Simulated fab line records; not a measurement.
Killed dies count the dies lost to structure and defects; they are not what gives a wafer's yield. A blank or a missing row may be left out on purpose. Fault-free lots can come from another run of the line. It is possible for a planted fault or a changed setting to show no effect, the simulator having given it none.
fab line records	flow nand_harc
record: lots: 6	wafers: 18	last_day: 24
route steps=1159 shown A_STAIRCASE@581
lots untouched by any fault: they come from a run of this same line in which no faults occurred
start_h: the number of hours between the record's first day and the start of the first shown wafer of the lot	wait_h: time in hours since the lot's previous step	" unchanged from the row above	L1.1+2: one row covering several wafers at once	- value missing, or start not given	* or withheld: withheld	< > ~ a bound
route shown NAME@n: a module of which the file shows steps, and the number in the route of the first	usual: the fault-free wafers' mean and standard deviation	same: alike in all rows	chamber/n: place in a boat	sites: per-site readings	_std_site: standard deviation of those values	_edge_site: the outer-site mean with the inner-site mean subtracted	radius_mm: for every site, how far away it sits from the centre of the wafer	mask NAME#n: copy n	behind: tool/chamber where the wafer was last shaped	hold: why the lot went on hold/how many hours it stayed there/how the hold came to an end	device: names the non-switching transistor (n, p or np)	end of line: tests of these same wafers at the route's end	for a step that has no rows: nothing shown but its recipe	killed: the dies lost at the first sort to structure and to defects; this is not the yield of the wafer	map: a wafer's dies, x killed, . not, _ none there
set.NAME: the setting as run; set.NAME@STEP: as run at that earlier step	model.NAME: the simulator's own value behind a step, which no gauge read
certain route steps with their lots: each step a table, each wafer a row
services: the hour from which a tool's chamber was out of use, counted from the record's first day as start_h (under 0 if before that day), plus the number of hours and why
== steps ==
step: NHARC_A_STAIRCASE_TRIM_187
recipe: time_s: 211.2	o2_flow_sccm: 500	ar_flow_sccm: 0	bias_w: 0	chemistry: O2
step: NHARC_A_STAIRCASE_ETCH_188
recipe: target_depth_a: 1000	time_s: 40.5	ion_energy_ev: 400	c4f8_flow_sccm: 20	o2_flow_sccm: 10	ar_flow_sccm: withheld	rf_w: 600	bias_w: 1000	chemistry: C4F8/O2
usual: oes_product_au: 0.941/0.015	rf_vpp_V: 897/5.6	run_length_s: 61.9/0.49
lot.wafer	tool	chamber	start_h	wait_h	oes_product_au	rf_hours_counter_h	rf_vpp_V	run_length_s
L905.1	rie_diel-02	2	-	-	0.954	45	894	62.1
L905.4	"	3	"	"	0.947	47	897	62.0
L905.2	"	0	"	"	0.937	48	891	62.5
L907.2	rie_diel-10	1	-	-	0.953	43	905	61.2
L907.3	"	2	"	"	0.944	33	900	62.3
L907.1	"	0	"	"	0.963	33	903	62.0
L913.2	rie_diel-02	1	-	-	0.942	65	892	61.0
L913.4	"	2	"	"	0.943	60	894	62.1
L913.5	"	0	"	"	0.960	-	890	62.6
L919.3	rie_diel-02	0	-	-	0.943	9	890	62.7
L919.5	"	3	"	"	0.955	-	896	61.7
L919.6	"	0	"	"	0.946	-	889	62.7
L921.3	rie_diel-06	0	-	-	0.931	43	895	61.9
L921.4	"	3	"	"	0.939	43	901	61.4
L921.5	"	1	"	"	0.926	-	905	62.2
L922.3	rie_diel-02	2	-	-	0.933	16	894	61.9
L922.6	"	1	"	"	0.929	-	891	60.8
L922.5	"	2	"	"	0.933	-	893	62.2
step: NHARC_A_STAIRCASE_TRIM_189
recipe: time_s: 211.2	o2_flow_sccm: 500	ar_flow_sccm: 0	bias_w: 0	chemistry: O2
usual: drypump_motor_current_A: 5.9/0.4	oes_product_au: 1.001/0.011	rf_vpp_V: 58.0/0.86	showerhead_plenum_p_Torr: 3.57/0.16	throttle_valve_pct: 17.036/0.0081
lot.wafer	tool	chamber	start_h	wait_h	drypump_motor_current_A	oes_product_au	rf_hours_counter_h	rf_vpp_V	showerhead_plenum_p_Torr	throttle_valve_pct
L905.2	rie_diel-02	3	-	-	6.3	1.001	47	57.8	3.56	17.026
L905.1	"	1	"	"	5.4	1.000	46	57.8	3.42	17.049
L905.4	"	2	"	"	5.2	0.992	45	57.9	3.48	17.022
L907.3	rie_diel-10	0	-	-	6.2	1.004	33	58.8	3.71	17.035
L907.1	"	1	"	"	5.7	1.000	43	58.0	3.78	17.037
L907.2	"	3	"	"	6.0	1.010	39	56.7	3.27	17.036
L913.4	rie_diel-02	1	-	-	5.4	0.991	65	58.1	3.41	17.040
L913.2	"	3	"	"	6.3	0.997	66	57.3	3.55	17.037
L913.5	"	2	"	"	5.2	1.002	-	57.9	3.47	17.028
L919.3	rie_diel-02	3	-	-	6.4	0.996	8	58.6	3.54	17.045
L919.6	"	1	"	"	5.4	0.995	-	57.7	3.41	17.033
L919.5	"	2	"	"	5.2	0.987	-	57.4	3.47	17.042
L921.3	rie_diel-06	0	-	-	6.4	0.997	43	58.6	3.46	17.032
L921.4	"	2	"	"	5.5	1.017	40	57.8	3.58	17.052
L921.5	"	0	"	"	6.5	0.996	-	59.0	3.46	17.031
L922.3	rie_diel-02	0	-	-	6.1	0.990	19	58.0	3.36	17.024
L922.6	"	0	"	"	6.1	0.986	-	57.1	3.36	17.040
L922.5	"	1	"	"	5.4	0.999	-	57.4	3.40	17.031
step: NHARC_A_STAIRCASE_ETCH_190
recipe: target_depth_a: 1000	time_s: 40.5	ion_energy_ev: 400	c4f8_flow_sccm: 20	o2_flow_sccm: 10	ar_flow_sccm: withheld	rf_w: 600	bias_w: 1000	chemistry: C4F8/O2
usual: oes_product_au: 0.944/0.012	rf_vpp_V: 897/5.6	run_length_s: 61.9/0.47
lot.wafer	tool	chamber	start_h	wait_h	oes_product_au	rf_hours_counter_h	rf_vpp_V	run_length_s
L905.2	rie_diel-02	2	-	-	0.954	45	893	62.1
L905.1	"	3	"	"	0.940	47	898	61.4
L905.4	"	0	"	"	0.933	48	890	62.3
L907.1	rie_diel-10	3	-	-	0.959	39	887	61.9
L907.3	"	0	"	"	0.962	33	903	62.2
L907.2	"	2	"	"	0.953	33	900	62.4
L913.2	rie_diel-02	1	-	-	0.926	65	891	61.5
L913.4	"	2	"	"	0.936	61	894	61.9
L913.5	"	0	"	"	0.960	-	890	62.4
L919.3	rie_diel-02	0	-	-	0.947	9	889	62.5
L919.5	"	1	"	"	0.944	-	891	60.9
L919.6	"	2	"	"	0.941	-	895	62.0
L921.3	rie_diel-06	3	-	-	0.927	43	900	61.4
L921.4	"	1	"	"	0.963	45	905	62.4
L921.5	"	2	"	"	0.956	-	897	61.9
L922.3	rie_diel-02	0	-	-	0.931	19	890	62.6
L922.5	"	0	"	"	0.928	-	891	62.4
L922.6	"	1	"	"	0.950	-	892	60.8
step: NHARC_A_STAIRCASE_TRIM_191
recipe: time_s: 211.2	o2_flow_sccm: 500	ar_flow_sccm: 0	bias_w: 0	chemistry: O2
step: NHARC_A_STAIRCASE_ETCH_192
recipe: target_depth_a: 1000	time_s: 40.5	ion_energy_ev: 400	c4f8_flow_sccm: 20	o2_flow_sccm: 10	ar_flow_sccm: withheld	rf_w: 600	bias_w: 1000	chemistry: C4F8/O2
step: NHARC_A_STAIRCASE_TRIM_193
recipe: time_s: 211.2	o2_flow_sccm: 500	ar_flow_sccm: 0	bias_w: 0	chemistry: O2
usual: drypump_motor_current_A: 5.9/0.39	oes_product_au: 1.001/0.012	rf_vpp_V: 58.0/1	showerhead_plenum_p_Torr: 3.55/0.15	throttle_valve_pct: 17.037/0.0082
lot.wafer	tool	chamber	start_h	wait_h	drypump_motor_current_A	oes_product_au	rf_hours_counter_h	rf_vpp_V	showerhead_plenum_p_Torr	throttle_valve_pct
L905.1	rie_diel-02	2	-	-	5.2	0.994	45	57.9	3.48	17.026
L905.4	"	3	"	"	6.3	0.990	47	57.5	3.56	17.035
L905.2	"	0	"	"	6.1	0.989	48	58.3	3.38	17.053
L907.2	rie_diel-10	3	-	-	5.9	1.007	39	58.6	3.27	17.059
L907.1	"	1	"	"	5.7	0.998	43	58.9	3.78	17.038
L907.3	"	2	"	"	6.4	0.992	33	56.5	3.63	17.037
L913.2	rie_diel-02	0	-	-	6.1	0.989	65	57.4	3.37	17.025
L913.4	"	3	"	"	6.3	1.000	66	58.2	3.55	17.043
L913.5	"	0	"	"	6.1	0.986	-	58.0	3.37	17.034
L919.3	rie_diel-02	3	-	-	6.4	1.007	9	58.5	3.54	17.036
L919.5	"	3	"	"	6.3	0.993	-	56.3	3.54	17.034
L919.6	"	0	"	"	6.1	0.999	-	57.9	3.36	17.026
L921.3	rie_diel-06	3	-	-	6.0	1.002	44	58.6	3.67	17.025
L921.4	"	1	"	"	6.0	1.012	45	58.1	3.78	17.036
L921.5	"	0	"	"	6.5	0.991	-	57.1	3.46	17.040
L922.3	rie_diel-02	3	-	-	6.4	1.009	18	57.5	3.54	17.043
L922.6	"	3	"	"	6.4	1.009	-	58.4	3.54	17.023
L922.5	"	0	"	"	6.1	0.991	-	56.9	3.36	17.034
step: NHARC_A_STAIRCASE_ETCH_194
recipe: target_depth_a: 1000	time_s: 40.5	ion_energy_ev: 400	c4f8_flow_sccm: 20	o2_flow_sccm: 10	ar_flow_sccm: withheld	rf_w: 600	bias_w: 1000	chemistry: C4F8/O2
usual: oes_product_au: 0.942/0.012	rf_vpp_V: 897/5.6	run_length_s: 61.8/0.48
lot.wafer	tool	chamber	start_h	wait_h	oes_product_au	rf_hours_counter_h	rf_vpp_V	run_length_s
L905.2	rie_diel-02	2	-	-	0.936	45	893	61.8
L905.1	"	3	"	"	0.953	47	896	61.5
L905.4	"	0	"	"	0.924	48	891	62.8
L907.1	rie_diel-10	1	-	-	0.947	44	905	61.3
L907.2	"	2	"	"	0.949	33	900	62.2
L907.3	"	0	"	"	0.946	33	901	61.9
L913.4	rie_diel-02	1	-	-	0.932	66	891	60.8
L913.2	"	0	"	"	0.927	66	890	62.3
L913.5	"	1	"	"	0.925	-	891	60.8
L919.3	rie_diel-02	0	-	-	0.937	10	891	62.3
L919.5	"	3	"	"	0.939	-	896	61.5
L919.6	"	0	"	"	0.933	-	889	63.0
L921.3	rie_diel-06	0	-	-	0.923	44	893	62.1
L921.4	"	1	"	"	0.949	45	905	62.1
L921.5	"	3	"	"	0.948	-	902	61.7
L922.3	rie_diel-02	3	-	-	0.928	18	897	61.3
L922.6	"	3	"	"	0.940	-	898	61.4
L922.5	"	0	"	"	0.937	-	887	62.2
step: NHARC_A_STAIRCASE_TRIM_196
recipe: time_s: 211.2	o2_flow_sccm: 500	ar_flow_sccm: 0	bias_w: 0	chemistry: O2
step: NHARC_A_STAIRCASE_ETCH_197
recipe: target_depth_a: 1000	time_s: 40.5	ion_energy_ev: 400	c4f8_flow_sccm: 20	o2_flow_sccm: 10	ar_flow_sccm: withheld	rf_w: 600	bias_w: 1000	chemistry: C4F8/O2
step: NHARC_A_STAIRCASE_TRIM_198
recipe: time_s: 211.2	o2_flow_sccm: 500	ar_flow_sccm: 0	bias_w: 0	chemistry: O2
step: NHARC_A_STAIRCASE_ETCH_199
recipe: target_depth_a: 1000	time_s: 40.5	ion_energy_ev: 400	c4f8_flow_sccm: 20	o2_flow_sccm: 10	ar_flow_sccm: withheld	rf_w: 600	bias_w: 1000	chemistry: C4F8/O2
usual: oes_product_au: 0.940/0.012	rf_vpp_V: 897/5.7	run_length_s: 61.8/0.51
lot.wafer	tool	chamber	start_h	wait_h	oes_product_au	rf_hours_counter_h	rf_vpp_V	run_length_s
L905.2	rie_diel-10	3	276.75	-	0.953	34	887	62.2
L905.1	"	1	"	"	0.946	38	905	55.8
L905.4	"	2	"	"	0.953	27	901	62.2
L907.3	rie_diel-10	1	293.60	-	0.929	44	905	61.6
L907.1	"	2	"	"	0.927	33	900	56.7
L907.2	"	0	"	"	0.949	34	903	62.2
L913.2	rie_diel-06	2	330.19	-	0.949	27	899	61.6
L913.4	"	3	"	"	0.950	31	901	61.3
L913.5	"	1	"	"	0.939	-	904	62.3
L919.3	rie_diel-10	3	363.66	-	0.956	0	907	61.5
L919.6	"	1	"	"	0.967	-	905	61.4
L919.5	"	2	"	"	0.947	-	900	62.0
L921.3	rie_diel-02	2	365.24	-	0.923	9	893	62.0
L921.4	"	3	"	"	0.928	10	896	61.2
L921.5	"	2	"	"	0.938	-	895	61.8
L922.3	rie_diel-02	0	387.33	-	0.928	20	890	62.7
L922.6	"	2	"	"	0.926	-	893	62.0
L922.5	"	3	"	"	0.941	-	895	61.4
step: NHARC_A_STAIRCASE_TRIM_200
recipe: time_s: 211.2	o2_flow_sccm: 500	ar_flow_sccm: 0	bias_w: 0	chemistry: O2
== services ==
tool	chamber	start_h	hours	kind
rie_diel-02	0	260.01	-	clean
rie_diel-02	1	260.01	-	clean
rie_diel-02	2	260.01	-	clean
rie_diel-02	3	260.01	-	clean
rie_diel-02	0	284.51	-	clean
rie_diel-02	1	284.51	-	clean
rie_diel-02	2	284.51	-	clean
rie_diel-02	3	284.51	-	clean
rie_diel-02	0	309.01	-	clean
rie_diel-02	1	309.01	-	clean
rie_diel-02	2	309.01	-	clean
rie_diel-02	3	309.01	-	clean
rie_diel-10	-	310.41	0.8	repair
rie_diel-02	-	329.09	9.0	pm
rie_diel-02	0	329.09	9.0	vent_cycle
rie_diel-02	1	329.09	9.0	vent_cycle
rie_diel-02	2	329.09	9.0	vent_cycle
rie_diel-02	3	329.09	9.0	vent_cycle
rie_diel-02	0	338.09	-	clean
rie_diel-02	1	338.09	-	clean
rie_diel-02	2	338.09	-	clean
rie_diel-10	-	353.53	9.0	pm
rie_diel-10	3	367.24	13.3	repair
rie_diel-10	1	386.81	5.0	repair
== key ==
first_sign: step: NHARC_A_STAIRCASE_ETCH_199	reading: run_length_s	direction: down	sigmas: 11	usual: *	struck: *
effect none on later readings
met_at NHARC_A_STAIRCASE_ETCH_199
struck_wafers L905.1,L907.1
tester_left_out L905,L907
fault: kind: process_parameter_drift	tool: rie_diel-10	chamber: -	onset_h: 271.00	steps: NHARC_A_STAIRCASE_ETCH_199	channel: time_s	offset: *	shape: step	end_h: 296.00	scope: struck_wafers_only	acts_in: *	stated: *
tester_left_out: of these lots the tester's yield and bins aren't shown, on N5 and GAA mostly nor the transistor test; their killed dies are dies lost to structure and defects alone, not to doping, threshold or leakage, so they don't give the yield
